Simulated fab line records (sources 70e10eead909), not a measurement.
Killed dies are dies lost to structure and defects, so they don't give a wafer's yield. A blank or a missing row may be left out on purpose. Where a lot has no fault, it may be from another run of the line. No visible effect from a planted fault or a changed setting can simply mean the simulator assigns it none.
8D (eight disciplines) problem report, filled in by code + flow nand_harc + the parts of the form that need people (team, actions taken, sign-off) are left out

== 1. PROBLEM STATEMENT ==
run_length_s at NHARC_A_SGD_CUT_ETCH_58 reads a mean of 69.3 s on 1 wafer of 1 lot; wafers without a fault read 86.0 s with a standard deviation of 0.46. Relative to the usual mean, that is a shift of -36 standard deviations.
The step: etches the open film in CF4, target depth 39 nm, time 65 s.
The first sign was on wafer L251.4 at day 27 05:29, on rie_diel-01. The record holds 39 wafers of 13 lots with a number at this step. By rule, "out" or "out of limits" means more than 4 standard deviations away from the usual mean. The other wafers with a number count as sound.

== 2. WHAT IT IS; WHAT IT IS NOT ==
| question                    | is                | is not                                                                                |
|-----------------------------|-------------------|---------------------------------------------------------------------------------------|
| which readings at this step | run_length_s      | drypump_motor_current_A, oes_product_au, showerhead_plenum_p_Torr, throttle_valve_pct |
| which lots                  | L251              | L233, L234, L235, L238, L239, L240, L241, L246, L250, L252, L255, L256                |
| which wafers of those lots  | L251.4            | L251.3, L251.5                                                                        |
| read on which tools         | rie_diel-01       | rie_diel-03, rie_diel-12                                                              |
| when                        | from day 27 05:29 | up to then (29 sound wafers); but 9 sound wafers of L252, L255, L256 came after       |

== 3. THE SUSPECTS, EACH WITH WHAT RULES IT OUT ==
Counting: a tool at a process step up to the reading stays a suspect if it ran every lot that is out. Sound lots after the first of them don't rule it out here, since some wafers of a struck lot are sound.
- rie_diel-05 at NHARC_A_STAIRCASE_STRIP_475 (strips in O2, time 20 s): kept. L251, the lot that is out, went through it at day 27 05:13; up to then, the latest sound lot through it was L250 at day 26 07:57. Because NHARC_A_STAIRCASE_STRIP_475 lacks a start for some lots, the hours and order of its lots are taken from NHARC_A_SGD_CUT_CD_MEAS_09.
- rie_diel-01 at NHARC_A_SGD_CUT_DESCUM_14 (chemistry O2, time 3 s): kept. L251, the lot that is out, went through it at day 27 05:25; up to then, the latest sound lot through it was L233 at day 19 15:14.
- rie_diel-01 at NHARC_A_SGD_CUT_ETCH_58 (etches the open film in CF4, target depth 39 nm, time 65 s): kept. L251, the lot that is out, went through it at day 27 05:29; up to then, the latest sound lot through it was L233 at day 19 15:20. Its own run_length_s readings are out on those wafers.
- rie_diel-05, NHARC_A_STAIRCASE_STRIP_475: wafers that are out in chamber 3, sound lot-mates in chambers 0, 2.
- rie_diel-01, NHARC_A_SGD_CUT_DESCUM_14: wafers that are out in chamber 2, sound lot-mates in chambers 0, 1.
- rie_diel-01, NHARC_A_SGD_CUT_ETCH_58: wafers that are out in chamber 0, sound lot-mates in chambers 1, 2.
After the count, these remain: rie_diel-05 at NHARC_A_STAIRCASE_STRIP_475, rie_diel-01 at NHARC_A_SGD_CUT_DESCUM_14 and rie_diel-01 at NHARC_A_SGD_CUT_ETCH_58.

== 4. THE CAUSE (what the simulator had put in) ==
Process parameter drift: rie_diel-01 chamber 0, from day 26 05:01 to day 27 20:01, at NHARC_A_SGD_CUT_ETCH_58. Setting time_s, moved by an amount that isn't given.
After counting, 3 suspects remain, this tool included.

== 5. THE EFFECT CHAIN, in route order ==
One row per reading whose mean, taken over the struck wafers that have a number, lies over 3 standard deviations from the usual. Scope: only readings with a usual standard deviation given in the record; hours: median across lots of the time from each lot's start at the first step in this table that gives one to its start at this step; sigmas: change in usual standard deviations.
| hours | step                    | reading      | usual  | on struck wafers | change | sigmas |
|-------|-------------------------|--------------|--------|------------------|--------|--------|
| 0     | NHARC_A_SGD_CUT_ETCH_58 | run_length_s | 86.0 s | 69.3             | -16.7  | -36    |
Process steps it contains:
- NHARC_A_SGD_CUT_ETCH_58: etches the open film in CF4, target depth 39 nm, time 65 s.

== 6. HOW IT WOULD HAVE BEEN CAUGHT EARLIER ==
The fault began at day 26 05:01; the first out-of-limits reading in this record came at day 27 05:29, 24 hours later.
